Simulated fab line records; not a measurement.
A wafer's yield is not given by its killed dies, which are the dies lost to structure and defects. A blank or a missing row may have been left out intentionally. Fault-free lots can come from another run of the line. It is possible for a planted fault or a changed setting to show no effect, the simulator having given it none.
Matching of chambers -- flow n5-finfet -- N5_MIM_TOP_ETCH_PECVD_03 on pecvd-02 has 3 sister chambers
The step deposits SiNx from SiH4/NH3/N2, target thk 20 nm, time 17.6 s. 18 wafers are shown with their chamber, then 9 later ones without.

== WAFERS PAIRED WITH THEIR CHAMBERS ==
wafer,chamber,throttle-valve-pct (%),showerhead-plenum-p-Torr (Torr),heater-power-w (W)
L077.1,1,39.1,5.06,637
L077.2,2,38.3,5.09,757
L077.4,0,39.4,5.06,691
L081.2,2,38.3,5.08,850
L081.3,1,39.0,5.06,609
L081.5,1,38.9,5.05,596
L082.3,2,38.5,5.07,747
L082.4,0,39.8,5.05,752
L082.5,1,38.7,5.05,667
L083.2,2,38.5,5.08,839
L083.5,2,38.8,5.08,848
L083.6,0,39.6,5.06,850
L084.2,2,38.5,5.08,784
L084.3,0,39.4,5.05,826
L084.6,0,39.6,5.04,827
L086.1,2,38.4,5.08,855
L086.3,1,39.0,5.06,636
L086.5,2,38.7,5.10,855

SIGNATURES (means of the wafers above)
reading,chamber 0,chamber 1,chamber 2,scatter within a chamber
throttle-valve-pct,39.560,38.940,38.500,0.168
showerhead-plenum-p-Torr,5.0520,5.0560,5.0825,0.00796
heater-power-w,789.20,629.00,816.88,48.7
Rule: for each reading, subtract the chamber's mean from the wafer's reading, divide by that reading's scatter and square the result; add these up over the readings and take the root, which gives the wafer's distance from the chamber. The wafer belongs to the nearest chamber; if the next one is less than 2 further off, it can't be placed. The scatter: take each reading less its chamber's mean, square it, sum over the shown wafers, divide by the number of wafers less the number of chambers, and take the root.

== WAFERS WHOSE CHAMBER IS MISSING ==
wafer,throttle-valve-pct (%),showerhead-plenum-p-Torr (Torr),heater-power-w (W)
L091.2,38.5,5.08,793
L091.3,40.1,5.05,736
L091.6,38.8,5.09,789
L089.1,39.5,5.06,777
L089.4,38.7,5.05,615
L089.5,39.8,5.05,774
L097.3,39.0,5.07,741
L097.5,38.9,5.09,740
L097.6,38.9,5.05,666

== WHICH CHAMBER EACH WENT THROUGH ==
wafer,from the rows above,in truth
L091.2,2,2
L091.3,0,0
L091.6,2,2
L089.1,0,0
L089.4,1,1
L089.5,0,0
L097.3,can't be placed: 1 or 2 or 0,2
L097.5,can't be placed: 2 or 1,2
L097.6,1,1
Placed correctly: 7 of 9. From these rows, 2 cannot be placed; in 2 the true chamber is one of the candidates. 0 placed wrongly.
